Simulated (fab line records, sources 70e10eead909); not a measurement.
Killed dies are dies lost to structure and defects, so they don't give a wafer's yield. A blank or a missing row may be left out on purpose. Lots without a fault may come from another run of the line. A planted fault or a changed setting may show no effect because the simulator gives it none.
Which tool did it? | flow nand_harc | 6 lots, 18 wafers sampled, at 5 steps of a route of 1302

WHAT THE GAUGES READ, wafer by wafer
NHARC_END_SORT_01.
lot  | measured     | on        | killed_at_other
L940 | day 24 16:27 | prober-01 | 0 0 0
L944 | day 27 03:50 | prober-02 | 0 0 0
L949 | day 28 23:28 | prober-02 | 0 3 0
L951 | day 29 07:23 | prober-01 | 1 0 0
L960 | day 33 09:48 | prober-01 | 0 1 1
L962 | day 35 00:32 | prober-01 | 0 0 0

WHICH TOOL RAN EACH LOT (tool, then ch and the chambers of the sampled wafers, then the start)
lot  | NHARC_A_CHANNEL_HOLE_D2_ETCH_20  | NHARC_A_CHANNEL_HOLE_D2_ETCH_22  | NHARC_A_CHANNEL_FILL_D2_ALD_02   | NHARC_A_CHANNEL_FILL_D2_ALD_16
L940 | har_etch-01 ch 0,1, day 13 13:36 | har_etch-01 ch 0,1, day 13 14:22 | ald_hk-01 ch 0,1,3, day 13 19:43 | ald_hk-03 ch 1,2,3, day 14 07:46
L944 | har_etch-01 ch 0,1, day 15 13:28 | har_etch-01 ch 0,1, day 15 14:16 | ald_hk-01 ch 0,1,3, day 15 19:11 | ald_hk-01 ch 0,1,3, day 16 07:18
L949 | har_etch-01 ch 0,1, day 17 17:44 | har_etch-01 ch 0,1, day 17 18:32 | ald_hk-04 ch 0,3, day 17 23:34   | ald_hk-03 ch 0,1,2, day 18 11:44
L951 | har_etch-01 ch 0,1, day 17 21:52 | har_etch-01 ch 0,1, day 17 22:37 | ald_hk-01 ch 0,2,3, day 18 03:43 | ald_hk-03 ch 0,1, day 18 15:15
L960 | har_etch-02 ch 0,1, day 22 07:40 | har_etch-02 ch 0,1, day 22 08:26 | ald_hk-01 ch 0,1,3, day 22 13:32 | ald_hk-03 ch 0,1,3, day 23 02:08
L962 | har_etch-01 ch 1, day 23 10:15   | har_etch-01 ch 1, day 23 11:03   | ald_hk-04 ch 2,3, day 23 16:00   | ald_hk-04 ch 0,2,3, day 24 03:20
- NHARC_A_CHANNEL_HOLE_D2_ETCH_20: etches the open film in C4F8/O2/Ar, time 361.9 s, target depth 1600 nm.
- NHARC_A_CHANNEL_HOLE_D2_ETCH_22: etches the open film in C4F8/O2/Ar, time 666.7 s, target depth 1600 nm.
- NHARC_A_CHANNEL_FILL_D2_ALD_02: deposits SiO2, target thk 6 nm, pulse time 10 s, ald cycles 60.
- NHARC_A_CHANNEL_FILL_D2_ALD_16: deposits SiO2, target thk 1.5 nm, pulse time 10 s, ald cycles 15.

THE ANSWER, worked out from the rows above alone
Rule: what is usual is taken from the lots themselves. Put in order of their means at a reading, lots are off if they are a third of the lots or fewer, leave a main group of 4 or more, and stand apart from it by a gap of 3 or more times the standard deviation of the main group's means; of several such gaps the widest counts. A main group whose means are all the same, to the digits that the tables above print for the reading, isn't used. A lot without any number at a reading at which 4 lots or more have one is off too. The other lots that the step has rows for count as sound.
No lot is off at any reading shown: from this, nothing can be told.

WHAT THE SIMULATOR HAD PUT IN
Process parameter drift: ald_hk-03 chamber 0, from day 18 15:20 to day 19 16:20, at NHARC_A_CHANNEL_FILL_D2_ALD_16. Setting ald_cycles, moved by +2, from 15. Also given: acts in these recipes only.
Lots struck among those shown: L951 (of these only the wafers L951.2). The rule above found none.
